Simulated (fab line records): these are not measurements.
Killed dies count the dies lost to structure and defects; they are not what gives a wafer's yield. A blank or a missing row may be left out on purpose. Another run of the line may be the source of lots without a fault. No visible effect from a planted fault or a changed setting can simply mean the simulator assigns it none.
What tool caused it? + flow n5Finfet + 72 wafers from 24 lots sampled at 4 of the route's 1938 steps

WHAT EACH GAUGE READ, for each wafer
N5_BEOL_M11_OCD_MEAS_38.
| lot  | measured     | on     | trenchDepthNm (nm) |
|------|--------------|--------|--------------------|
| L074 | day 11 06:19 | ocd-02 | 149.1 144.8 149.4  |
| L075 | day 11 10:24 | ocd-01 | 151.3 148.7 149.7  |
| L076 | day 11 19:54 | ocd-01 | 148.6 144.8 146.0  |
| L077 | day 11 20:49 | ocd-02 | 143.7 149.8 149.9  |
| L079 | day 12 08:10 | ocd-02 | 147.0 145.6 144.8  |
| L078 | day 12 08:28 | ocd-02 | 151.8 149.0 151.0  |
| L080 | day 12 08:31 | ocd-01 | 151.2 148.9 151.1  |
| L081 | day 13 00:47 | ocd-01 | 150.9 151.4 150.8  |
| L082 | day 13 05:12 | ocd-02 | 151.7 151.0 150.0  |
| L083 | day 13 13:29 | ocd-02 | 151.1 145.1 151.5  |
| L084 | day 13 13:35 | ocd-02 | 145.6 146.6 146.2  |
| L085 | day 14 07:39 | ocd-01 | 150.1 150.8 148.3  |
| L087 | day 14 12:46 | ocd-02 | 149.8 151.1 149.5  |
| L088 | day 14 13:10 | ocd-02 | 148.6 145.9 147.5  |
| L086 | day 14 13:14 | ocd-02 | 151.1 150.2 153.6  |
| L089 | day 14 14:09 | ocd-02 | 144.6 145.4 144.9  |
| L091 | day 14 23:53 | ocd-01 | 149.2 151.3 149.1  |
| L090 | day 15 03:29 | ocd-01 | 151.4 148.4 150.2  |
| L092 | day 15 12:32 | ocd-01 | 150.5 149.5 147.2  |
| L093 | day 15 17:58 | ocd-01 | 147.4 147.8 145.7  |
| L094 | day 16 01:20 | ocd-01 | 148.0 148.9 147.1  |
| L095 | day 16 11:29 | ocd-01 | 150.8 150.1 146.6  |
| L097 | day 17 05:53 | ocd-01 | 146.7 147.3 151.9  |
| L096 | day 17 09:01 | ocd-01 | 146.5 148.2 151.1  |

N5_BEOL_M11_CD_MEAS_35: target cd 70 nm.
| lot  | measured     | on       | cdNm (nm)      |
|------|--------------|----------|----------------|
| L074 | day 11 06:28 | cdSem-01 | 71.0 69.1 69.5 |
| L075 | day 11 10:33 | cdSem-03 | 71.3 71.6 69.2 |
| L076 | day 11 20:03 | cdSem-01 | 71.2 69.8 70.2 |
| L077 | day 11 20:59 | cdSem-02 | 68.5 69.2 69.6 |
| L079 | day 12 08:25 | cdSem-02 | 70.9 70.0 70.6 |
| L078 | day 12 08:37 | cdSem-03 | 69.5 69.3 70.0 |
| L080 | day 12 08:46 | cdSem-02 | 71.1 71.6 70.6 |
| L081 | day 13 00:58 | cdSem-03 | 69.5 69.6 69.7 |
| L082 | day 13 05:21 | cdSem-03 | 69.6 70.7 70.8 |
| L083 | day 13 13:38 | cdSem-03 | 70.6 72.0 71.4 |
| L084 | day 13 13:44 | cdSem-02 | 69.1 69.0 69.3 |
| L085 | day 14 07:49 | cdSem-02 | 69.1 70.0 70.1 |
| L087 | day 14 12:56 | cdSem-03 | 69.3 68.6 69.6 |
| L088 | day 14 13:20 | cdSem-03 | 69.8 71.3 71.5 |
| L086 | day 14 13:23 | cdSem-03 | 71.5 71.7 71.3 |
| L089 | day 14 14:18 | cdSem-03 | 70.0 70.4 70.4 |
| L091 | day 15 00:02 | cdSem-01 | 70.5 70.2 70.8 |
| L090 | day 15 03:38 | cdSem-02 | 70.2 70.1 69.3 |
| L092 | day 15 12:42 | cdSem-01 | 69.4 68.9 68.9 |
| L093 | day 15 18:07 | cdSem-03 | 69.4 70.2 69.5 |
| L094 | day 16 01:30 | cdSem-02 | 69.1 68.9 70.1 |
| L095 | day 16 11:38 | cdSem-02 | 71.3 71.0 70.3 |
| L097 | day 17 06:03 | cdSem-01 | 69.6 70.1 69.0 |
| L096 | day 17 09:11 | cdSem-02 | 69.6 69.5 68.9 |

N5_BEOL_M11_RS_MEAS_57: the measuring method here is four-point-probe.
| lot  | measured     | on           | M11_RS (ohm/sq)      |
|------|--------------|--------------|----------------------|
| L074 | day 11 08:32 | filmMetro-02 | 0.1514 0.1560 0.1526 |
| L075 | day 11 13:13 | filmMetro-01 | 0.1493 0.1510 0.1515 |
| L076 | day 11 22:41 | filmMetro-01 | 0.1547 0.1547 0.1551 |
| L077 | day 12 02:23 | filmMetro-02 | 0.1575 0.1517 0.1514 |
| L079 | day 12 10:46 | filmMetro-02 | 0.1534 0.1559 0.1564 |
| L078 | day 12 11:19 | filmMetro-02 | 0.1518 0.1519 0.1499 |
| L080 | day 12 11:39 | filmMetro-01 | 0.1516 0.1497 0.1496 |
| L081 | day 13 05:07 | filmMetro-02 | 0.1508 0.1491 0.1493 |
| L082 | day 13 08:04 | filmMetro-02 | 0.1474 0.1499 0.1507 |
| L083 | day 13 17:00 | filmMetro-01 | 0.1504 0.1523 0.1488 |
| L084 | day 13 17:14 | filmMetro-01 | 0.1546 0.1565 0.1540 |
| L085 | day 14 10:40 | filmMetro-02 | 0.1500 0.1486 0.1517 |
| L087 | day 14 15:24 | filmMetro-01 | 0.1514 0.1483 0.1505 |
| L088 | day 14 15:56 | filmMetro-02 | 0.1523 0.1558 0.1546 |
| L086 | day 14 16:24 | filmMetro-01 | 0.1476 0.1529 0.1476 |
| L089 | day 14 17:17 | filmMetro-01 | 0.1567 0.1590 0.1549 |
| L091 | day 15 02:52 | filmMetro-02 | 0.1500 0.1496 0.1510 |
| L090 | day 15 06:28 | filmMetro-02 | 0.1479 0.1513 0.1509 |
| L092 | day 15 19:55 | filmMetro-02 | 0.1510 0.1519 0.1523 |
| L093 | day 15 20:29 | filmMetro-01 | 0.1548 0.1548 0.1559 |
| L094 | day 16 04:02 | filmMetro-01 | 0.1502 0.1520 0.1534 |
| L095 | day 16 14:04 | filmMetro-01 | 0.1492 0.1496 0.1524 |
| L097 | day 17 08:01 | filmMetro-02 | 0.1524 0.1545 0.1470 |
| L096 | day 17 12:50 | filmMetro-02 | 0.1554 0.1549 0.1502 |

TOOL THAT RAN EACH LOT (tool first, then ch and the chambers of the sampled wafers, then the start)
| lot  | N5_BEOL_M11_VIA_ETCH_34           |
|------|-----------------------------------|
| L074 | rieDiel-02 ch 0,2, day 11 06:02   |
| L075 | rieDiel-04 ch 0,1,2, day 11 10:07 |
| L076 | rieDiel-06 ch 0,2, day 11 19:37   |
| L077 | rieDiel-02 ch 0,2, day 11 20:32   |
| L079 | rieDiel-04 ch 0,1,3, day 12 07:53 |
| L078 | rieDiel-02 ch 0,1,3, day 12 08:11 |
| L080 | rieDiel-06 ch 1,3, day 12 08:13   |
| L081 | rieDiel-02 ch 1,2,3, day 13 00:31 |
| L082 | rieDiel-02 ch 1,2,3, day 13 04:55 |
| L083 | rieDiel-06 ch 1,2, day 13 13:12   |
| L084 | rieDiel-04 ch 1,3, day 13 13:17   |
| L085 | rieDiel-02 ch 0,1,3, day 14 07:22 |
| L087 | rieDiel-02 ch 1,2,3, day 14 12:29 |
| L088 | rieDiel-04 ch 0,1, day 14 12:53   |
| L086 | rieDiel-02 ch 0,1,2, day 14 12:56 |
| L089 | rieDiel-04 ch 0,2, day 14 13:52   |
| L091 | rieDiel-04 ch 1,2, day 14 23:36   |
| L090 | rieDiel-02 ch 0,1, day 15 03:12   |
| L092 | rieDiel-06 ch 0,1, day 15 12:16   |
| L093 | rieDiel-06 ch 0,2, day 15 17:40   |
| L094 | rieDiel-04 ch 0,1,2, day 16 01:04 |
| L095 | rieDiel-06 ch 1,2, day 16 11:11   |
| L097 | rieDiel-04 ch 2,3, day 17 05:36   |
| L096 | rieDiel-04 ch 0,2,3, day 17 08:44 |
- N5_BEOL_M11_VIA_ETCH_34: etches SiCOH lowk in C4F6/O2, target depth 184.5 nm, time 69.2 s.

WHAT THE TOOLS THEMSELVES READ (means of the sampled wafers that have a number; where no wafer has one, the mark that the record gives instead)
N5_BEOL_M11_VIA_ETCH_34.
| lot  | tool       | drypumpMotorCurrentA (A) | oesProductAu (a.u.) | rfVppV (V) | showerheadPlenumPTorr (Torr) | throttleValvePct (%) |
|------|------------|--------------------------|---------------------|------------|------------------------------|----------------------|
| L074 | rieDiel-02 | 5.9                      | 0.71                | 659        | 2.82                         | 21.1                 |
| L075 | rieDiel-04 | 6.1                      | 0.79                | 674        | 2.85                         | 20.9                 |
| L076 | rieDiel-06 | 5.0                      | 0.85                | 664        | 2.88                         | 20.9                 |
| L077 | rieDiel-02 | 5.9                      | 0.71                | 659        | 2.82                         | 21.1                 |
| L079 | rieDiel-04 | 5.8                      | 0.78                | 677        | 2.85                         | 20.8                 |
| L078 | rieDiel-02 | 5.7                      | 0.76                | 655        | 2.78                         | 21.2                 |
| L080 | rieDiel-06 | 5.2                      | 0.86                | 680        | 2.93                         | 20.9                 |
| L081 | rieDiel-02 | 5.6                      | 0.84                | 665        | 2.76                         | 20.8                 |
| L082 | rieDiel-02 | 5.6                      | 0.83                | 665        | 2.76                         | 20.8                 |
| L083 | rieDiel-06 | 5.0                      | 0.88                | 681        | 2.99                         | 20.7                 |
| L084 | rieDiel-04 | 5.7                      | 0.70                | 686        | 2.90                         | 20.8                 |
| L085 | rieDiel-02 | 5.7                      | 0.75                | 655        | 2.77                         | 21.2                 |
| L087 | rieDiel-02 | 5.6                      | 0.82                | 664        | 2.76                         | 20.9                 |
| L088 | rieDiel-04 | 6.2                      | 0.79                | 688        | 2.80                         | 20.7                 |
| L086 | rieDiel-02 | 5.9                      | 0.81                | 654        | 2.78                         | 20.8                 |
| L089 | rieDiel-04 | 5.9                      | 0.91                | 660        | 2.88                         | 21.0                 |
| L091 | rieDiel-04 | 6.2                      | 0.87                | 679        | 2.88                         | 20.8                 |
| L090 | rieDiel-02 | 5.9                      | 0.77                | 641        | 2.77                         | 20.9                 |
| L092 | rieDiel-06 | 5.2                      | 0.84                | 686        | 2.92                         | 20.8                 |
| L093 | rieDiel-06 | 5.1                      | 0.79                | 668        | 2.80                         | 21.0                 |
| L094 | rieDiel-04 | 6.1                      | 0.83                | 674        | 2.83                         | 20.8                 |
| L095 | rieDiel-06 | 5.0                      | 0.85                | 682        | 2.98                         | 20.8                 |
| L097 | rieDiel-04 | 5.8                      | 0.91                | 668        | 2.93                         | 20.9                 |
| L096 | rieDiel-04 | 5.6                      | 0.87                | 662        | 2.87                         | 20.9                 |

THE ANSWER, worked out from the rows above alone
Rule: usual is defined by the lots themselves. The widest of any qualifying gaps counts: lots, ordered by their means at a reading, are off when they make up no more than a third of the lots, leave a main group of 4 or more, and stand apart from it by 3 or more times the standard deviation of that group's means. The tables above print the reading to a certain number of digits; a main group whose means all agree to those digits is not used. Also off: a lot with no number at a reading for which 4 or more lots have one. The other lots that the step has rows for count as sound. After the gauges, taken in route order, come the tools' own readings; for these a lot's mean is taken, as printed above. At the first step where some lot is off, the reading lying furthest off is the one used; lots without a number count as furthest.
Nothing can be told from this: no lot is off at any reading shown.

WHAT WAS PUT IN BY THE SIMULATOR
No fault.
